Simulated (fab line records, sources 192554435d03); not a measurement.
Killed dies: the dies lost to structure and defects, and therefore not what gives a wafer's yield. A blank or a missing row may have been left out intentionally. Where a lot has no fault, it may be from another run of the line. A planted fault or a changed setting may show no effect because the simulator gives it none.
Split-lot study -- flow n5_finfet -- 7 lots, 39 wafers read, on a route of 1938 steps

== ABOUT THE SPLIT ==
At N5_HKMG_FIN_ETCH_32 (etches SOC in N2/H2, target depth 240 nm, time 300 s), the setting source_w was moved away from the recipe's 840 W on 12 of the 39 wafers read, by -19.0% to +14.6%. For the rest of the wafers, this setting stayed at what the recipe calls for.

The reading comes from the split's own step.

== THE READING ==
rf_vpp_V, in V, at N5_HKMG_FIN_ETCH_32 (etches SOC in N2/H2, target depth 240 nm, time 300 s). A value of 525.0 V with a standard deviation of 2.5 V is what fault-free wafers of this fab line usually give.

wafer,"tool, chamber at the split","source_w as run, W",against the recipe,"rf_vpp_V, V",against lot-mates on the recipe
L075.1,"rie_diel-05, 2",704.6,-16.1%,557.3,+35.6
L075.2,"rie_diel-05, 0",704.6,-16.1%,560.3,+38.6
L075.3,"rie_diel-05, 3",840,recipe,519.9,-
L075.4,"rie_diel-05, 1",840,recipe,519.2,-
L075.5,"rie_diel-05, 2",840,recipe,526.0,-
L075.6,"rie_diel-05, 1",704.6,-16.1%,550.2,+28.5
L084.1,"rie_diel-05, 0",680.5,-19.0%,566.5,+38.7
L084.2,"rie_diel-05, 2",840,recipe,526.1,-
L084.3,"rie_diel-05, 1",840,recipe,528.8,-
L084.4,"rie_diel-05, 3",840,recipe,528.4,-
L084.5,"rie_diel-05, 3",680.5,-19.0%,565.1,+37.3
L084.6,"rie_diel-05, 0",680.5,-19.0%,565.9,+38.1
L086.1,"rie_diel-04, 2",840,recipe,525.6,-
L086.2,"rie_diel-04, 0",840,recipe,524.9,-
L086.3,"rie_diel-04, 3",840,recipe,525.5,-
L086.4,"rie_diel-04, 1",840,recipe,525.1,-
L086.5,"rie_diel-04, 3",840,recipe,526.7,-
L086.6,"rie_diel-04, 2",840,recipe,524.7,-
L088.2,"rie_diel-04, 3",840,recipe,525.9,-
L088.4,"rie_diel-04, 1",840,recipe,524.1,-
L088.5,"rie_diel-04, 0",840,recipe,523.7,-
L089.1,"rie_diel-05, 1",840,recipe,528.1,-
L089.2,"rie_diel-05, 2",840,recipe,524.8,-
L089.3,"rie_diel-05, 3",840,recipe,528.7,-
L089.4,"rie_diel-05, 0",840,recipe,528.1,-
L089.5,"rie_diel-05, 3",840,recipe,527.3,-
L089.6,"rie_diel-05, 2",840,recipe,523.3,-
L092.1,"rie_diel-01, 3",962.8,+14.6%,502.1,-20.3
L092.2,"rie_diel-01, 1",840,recipe,522.3,-
L092.3,"rie_diel-01, 0",962.8,+14.6%,505.4,-17.0
L092.4,"rie_diel-01, 2",840,recipe,521.2,-
L092.5,"rie_diel-01, 0",962.8,+14.6%,503.9,-18.5
L092.6,"rie_diel-01, 3",840,recipe,523.8,-
L095.1,"rie_diel-01, 0",769.6,-8.4%,543.9,+20.6
L095.2,"rie_diel-01, 1",840,recipe,524.2,-
L095.3,"rie_diel-01, 3",769.6,-8.4%,538.0,+14.7
L095.4,"rie_diel-01, 2",769.6,-8.4%,539.1,+15.8
L095.5,"rie_diel-01, 2",840,recipe,522.4,-
L095.6,"rie_diel-01, 1",840,recipe,523.3,-

FIT RESULTS
A straight line over all 39 wafers: rf_vpp_V changes by -1.87 V for each +1% of source_w; r = -0.98; the points scatter about the line by 3.4 V.
The same after taking each lot's own level away (the mean of its wafers on the recipe; 39 wafers): -1.82 V for each +1%; r = -0.98; scatter 3.2 V.
That fit puts the effect of the largest move of source_w on the reading at 35 V.
The span of the lots' own levels, 521.70 to 527.77 V, comes to 2.4 times the standard deviation stated above.
Consequently the slope shifts little with the lot-to-lot level, the two slopes agreeing.
Check: for one of the wafers moved furthest among these (-19.0%), held out of the fit, the line's prediction against its lot-mates is +35.6 V. It came out at +38.7 V against them.
Tool readings at the split's step, against how far the setting was moved: rf_vpp_V r = -0.98.

== OTHER SPLITS ON THESE WAFERS ==
Before the reading, these wafers also passed through other splits. Each is held against what the fit with the lots' levels taken away leaves over:
other split on the same wafers,wafers away from the commonest value,r with rf_vpp_V (lot level and that fit taken away)
N5_FIN_SAQP_ALD_61 ald_cycles,15,-0.29

== THE WHOLE CHAIN: every reading that the file lists as answering this split, in the file's order ==
step,what it does,reading,change (the file's fit),r (the file's)
N5_HKMG_FIN_ETCH_32,"etches SOC in N2/H2, target depth 240 nm, time 300 s",rf_vpp_V,-1.87 V for each +1% of the setting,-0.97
N5_HKMG_FIN_ETCH_32,"etches SOC in N2/H2, target depth 240 nm, time 300 s","HKMG_FIN.feature_depth_nm (the simulator's own value, which no gauge read)",+1.9 nm for each +1% of the setting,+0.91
N5_HKMG_FIN_ETCH_32,"etches SOC in N2/H2, target depth 240 nm, time 300 s","etch.depth_nm (the simulator's own value, which no gauge read)",+1.9 nm for each +1% of the setting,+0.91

== FILE'S OWN FIT ==
rf_vpp_V changes by -1.87 V for each +1% of source_w, r = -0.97.
